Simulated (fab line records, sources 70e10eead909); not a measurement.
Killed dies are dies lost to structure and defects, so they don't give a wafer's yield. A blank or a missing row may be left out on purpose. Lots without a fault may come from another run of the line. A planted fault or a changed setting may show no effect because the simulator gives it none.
Chamber matching | flow nand_harc | NHARC_P_M1_CMP_23 on cmp-04: 3 sister chambers
The step polishes, t overpolish 20 s, target thk 157.82 nm. 14 wafers are shown with their chamber, then 5 later ones without.

WAFERS WITH THEIR CHAMBER
wafer  | chamber | motor_current_A (A) | time_to_endpoint_s (s)
L074.1 | 1       | 9.6                 | 26
L074.3 | 0       | 11.7                | 31
L074.5 | 1       | 9.7                 | 26
L075.1 | 1       | 10.2                | 25
L075.3 | 3       | 11.3                | 30
L075.4 | 0       | 12.6                | 26
L079.1 | 0       | 12.0                | 28
L079.4 | 3       | 12.6                | 33
L079.5 | 0       | 12.4                | 28
L081.3 | 3       | 12.4                | 32
L081.4 | 1       | 9.8                 | 27
L081.5 | 1       | 9.5                 | 26
L083.1 | 3       | 12.4                | 32
L083.2 | 1       | 9.8                 | 29

SIGNATURES (means of the wafers above)
reading            | chamber 0 | chamber 1 | chamber 3 | scatter within a chamber
motor_current_A    | 12.175    | 9.767     | 12.175    | 0.408
time_to_endpoint_s | 28.25     | 26.50     | 31.75     | 1.57
Rule: a wafer's distance from a chamber is the root of the sum, over the readings, of the square of ((its reading less the chamber's mean) divided by the reading's scatter). The wafer belongs to the nearest chamber; if the next one is less than 2 further off, it can't be placed. The scatter: the root of (the sum of the squares of (reading less its chamber's mean) over the shown wafers, divided by (wafers less chambers)).

WAFERS WITHOUT THEIR CHAMBER
wafer  | motor_current_A (A) | time_to_endpoint_s (s)
L086.5 | 10.1                | 24
L086.6 | 11.8                | 29
L095.2 | 9.6                 | 30
L095.4 | 12.5                | 33
L095.5 | 11.8                | 37

WHICH CHAMBER EACH WENT THROUGH
wafer  | from the rows above     | in truth
L086.5 | 1                       | 1
L086.6 | can't be placed: 0 or 3 | 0
L095.2 | 1                       | 1
L095.4 | 3                       | 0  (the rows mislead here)
L095.5 | 3                       | 3
Placed correctly: 3 of 5. Can't be placed from these rows: 1 (the true chamber is among the candidates in 1). Placed wrongly: 1.
